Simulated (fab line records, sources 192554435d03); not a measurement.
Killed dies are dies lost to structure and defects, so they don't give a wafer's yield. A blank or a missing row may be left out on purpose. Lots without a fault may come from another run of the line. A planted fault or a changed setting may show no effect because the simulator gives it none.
A struck lot beside a sound one | flow n5_finfet | 44 steps out of a route of 1938
Sound: wafers L599.1, L599.2, L599.5. Struck: wafer L604.5. (L604.2, L604.6 of the same lot were not struck and are left out.) The cause comes at the end.
At each step with rows: each side's tool, then ch and its chambers, then its first start. Under that, the readings that differ: sound wafers | struck wafers | difference of the means | sigmas: that difference in standard deviations of wafers without a fault.
alike: readings whose means differ by less than 2 such deviations, and words and numbers that are the same on both sides. not compared: withheld readings, readings that some wafer has no value for, bounds like >300 that may hide the same value, and numbers for which the record gives no deviation and whose values overlap.
The two part at a step that has a row with sigmas, a row that says differs or no value, or rows on one side only. Numbers that don't overlap but have no deviation are shown without sigmas and don't part them. A reading that every wafer of one side lacks parts them only if that side has two wafers or more.

N5_STI_FIN_REVEAL_ALD_14: deposits Si3N4, target thk 3 nm.
  sound on ald_sin-02 ch 0,1,3, day 3 16:14; struck on ald_sin-04 ch 3, day 4 22:31
  alike: heater_power_w
then, 3 steps without rows for these wafers: N5_STI_FIN_REVEAL_FCVD_FILL_01 (material SiO2 flowable, target thk 312 nm, time 512.2 s); N5_STI_FIN_REVEAL_DENSIFY_02 (time 1800 s); N5_STI_FIN_REVEAL_CMP_04 (polishes, stops on Si3N4, t overpolish 4 s, target thk 131.83 nm).
N5_STI_FIN_REVEAL_THK_MEAS_05:
  sound on film_metro-02, day 3 21:35; struck on film_metro-02, day 5 04:27
  alike: thk_nm
N5_STI_FIN_REVEAL_DENSIFY_30:
  sound on rtp_anneal-01 ch 0, day 3 21:38; struck on rtp_anneal-02 ch 0, day 5 04:30
  alike: lamp_power_pct
  not compared: wafer_temp_C_max
N5_STI_FIN_REVEAL_ETCHBACK_08: etches SiO2 in C4F6/O2, target depth 30.5 nm, time 10.167 s.
  sound on rie_diel-06 ch 2,3, day 3 21:52; struck on rie_diel-06 ch 3, day 5 04:41
  alike: bias_w, drypump_motor_current_A, oes_product_au, rf_fwd_power_W, rf_vpp_V, showerhead_plenum_p_Torr, throttle_valve_pct
  not compared: rf_hours_counter_h
then, 5 steps without rows for these wafers: N5_STI_FIN_REVEAL_STRIP_24 (strips in N2/H2, time 90 s); N5_STI_FIN_REVEAL_PRECLEAN_25 (cleans in SPM, time 90 s); N5_STI_FIN_REVEAL_PRECLEAN_26 (cleans in SC1, time 45 s); N5_STI_FIN_REVEAL_PRECLEAN_29 (cleans in DHF, time 30 s); N5_STI_FIN_REVEAL_SRD_12 (time 30 s).
N5_STI_FIN_REVEAL_RECESS_09: chemistry HF/NH3, target SiO2, afs cycles 11, target depth 42.5 nm, sublimation time 60 s.
  sound on vapor_etch-01 ch 0,1, day 3 22:07; struck on vapor_etch-01 ch 0, day 5 06:00
  alike: drypump_motor_current_A
then, 3 steps without rows for these wafers: N5_STI_FIN_REVEAL_STRIP_16 (strips SiNx in H3PO4, target depth 23.8 nm); N5_STI_FIN_REVEAL_PRECLEAN_17 (cleans in NF3:NH3, afs cycles 1, time 20 s, sublimation time 60 s); N5_STI_FIN_REVEAL_ETCH_34 (etches Si in H2, material Si, target depth 0.97 nm).
N5_STI_FIN_REVEAL_OXIDATION_31: chemistry O2 PLASMA REMOTE, time 20 s.
  sound on plasma_asher-01 ch 0,1, day 4 00:17; struck on plasma_asher-01 ch 1, day 5 07:05
  alike: drypump_motor_current_A, heater_power_w, rf_fwd_power_W
  not compared: rf_hours_counter_h
then, 3 steps without rows for these wafers: N5_STI_FIN_REVEAL_PRECLEAN_32 (cleans in NF3:NH3, afs cycles 1, time 20 s, sublimation time 60 s); N5_STI_FIN_REVEAL_STRIP_35 (strips Si3N4 in H3PO4, target depth 4 nm, time 39 s); N5_STI_FIN_REVEAL_SRD_21 (time 30 s).
N5_STI_FIN_REVEAL_OXIDATION_33: chemistry O2 PLASMA REMOTE, time 20 s.
  sound on plasma_asher-01 ch 0,1, day 4 00:38; struck on plasma_asher-01 ch 1, day 5 07:26
  alike: drypump_motor_current_A, heater_power_w, rf_fwd_power_W
  not compared: rf_hours_counter_h
then, 2 steps without rows for these wafers: N5_STI_FIN_REVEAL_CLEAN_19 (cleans in O3/DIW, time 120 s); N5_STI_FIN_REVEAL_SRD_23 (time 30 s).
N5_STI_FIN_REVEAL_CD_MEAS_22: target cd 6.238 nm, pitch 28 nm.
  sound on cd_sem-03, day 4 00:48; struck on cd_sem-01, day 5 07:37
  alike: cd_nm
N5_STI_FIN_REVEAL_FIN_H_MEAS_10:
  sound on ocd-02, day 4 00:50; struck on ocd-01, day 5 07:38
  reading              | sound          | struck | difference | sigmas
  trench_depth_nm (nm) | 50.4 51.5 50.4 | 48.5   | -2.3       | -3
then, 2 steps without rows for these wafers: N5_STI_FIN_REVEAL_PRECLEAN_18 (cleans in SC2, time 45 s); N5_STI_FIN_REVEAL_SRD_28 (time 30 s).
N5_STI_FIN_REVEAL_INSPECT_13: inspects for defects (darkfield).
  sound on defect_inspect-02, day 4 00:55; struck on defect_inspect-02, day 5 07:44
  alike: raw_defect_count
then, 7 steps without rows for these wafers: N5_DUMMY_GATE_PRECLEAN_00 (cleans in O3/DIW, time 60 s); N5_DUMMY_GATE_SRD_01 (time 30 s); N5_DUMMY_GATE_ALD_02 (deposits SiO2, target thk 2 nm, pulse time 1 s); N5_DUMMY_GATE_CVD_03 (deposits a-Si from SiH4, target thk 150 nm, time 8042 s); N5_DUMMY_GATE_PRECLEAN_46 (cleans in DIW, time 89.5 s); N5_DUMMY_GATE_SRD_47 (dry time 32 s); N5_DUMMY_GATE_CMP_04 (polishes a-Si).
N5_DUMMY_GATE_THK_MEAS_05:
  sound on film_metro-01, day 4 05:14; struck on film_metro-02, day 5 12:25
  alike: thk_nm
then, 6 steps without rows for these wafers: N5_DUMMY_GATE_HM_DEP_06 (deposits SiNx from DCS/NH3, target thk 80 nm, time 5141 s); N5_DUMMY_GATE_PECVD_30 (deposits SiO2 from TEOS/O2, target thk 55 nm, time 10.8 s); N5_DUMMY_GATE_COAT_34 (time 60 s, resist thk 60 nm); N5_DUMMY_GATE_COAT_35 (time 60 s, resist thk 10 nm); N5_DUMMY_GATE_COAT_28 (time 60 s, resist thk 10 nm); N5_DUMMY_GATE_COAT_09 (resist thk 30 nm).
-- the record jumps here: 5 days lie between the struck wafers' starts before and after (it left off in module DUMMY_GATE and takes up again in module BEOL_M4, whose first step shown is number 1111 of the route) --
N5_BEOL_M4_RC_MEAS_101:
  sound on prober-01 ch 0, day 9 11:46; struck on prober-01 ch 0, day 10 17:32
  reading        | sound             | struck | difference | sigmas
  DIBL_N (mV/V)  | 35.0 36.1 35.1    | 40.2   | +4.8       | +3
  IOFF_N (nA/um) | 0.160 0.167 0.159 | 0.237  | +0.075     | +3
  IOFF_P (nA/um) | 0.21 0.21 0.21    | 0.30   | +0.09      | +3
  ION_N (uA/um)  | 663 683 660       | 643    | -26        | -2
  SS_N (mV/dec)  | 71.6 72.5 72.1    | 73.5   | +1.4       | +3
  VT_P (mV)      | -248 -254 -251    | -244   | +7         | +2
  alike: DIBL_P, ION_P, SS_P, VT_N
-- the record jumps here: 4 days lie between the struck wafers' starts before and after (it left off in module BEOL_M4 and takes up again in module PASSIVATION, whose first step shown is number 1936 of the route) --
N5_PASSIVATION_PROBE_49:
  the record has rows for the struck wafers here (prober-01, day 14 19:41) and none for the sound ones

WHERE THEY PART
First at N5_STI_FIN_REVEAL_FIN_H_MEAS_10; last, within this record, at N5_PASSIVATION_PROBE_49.

WHY: what the simulator had put in
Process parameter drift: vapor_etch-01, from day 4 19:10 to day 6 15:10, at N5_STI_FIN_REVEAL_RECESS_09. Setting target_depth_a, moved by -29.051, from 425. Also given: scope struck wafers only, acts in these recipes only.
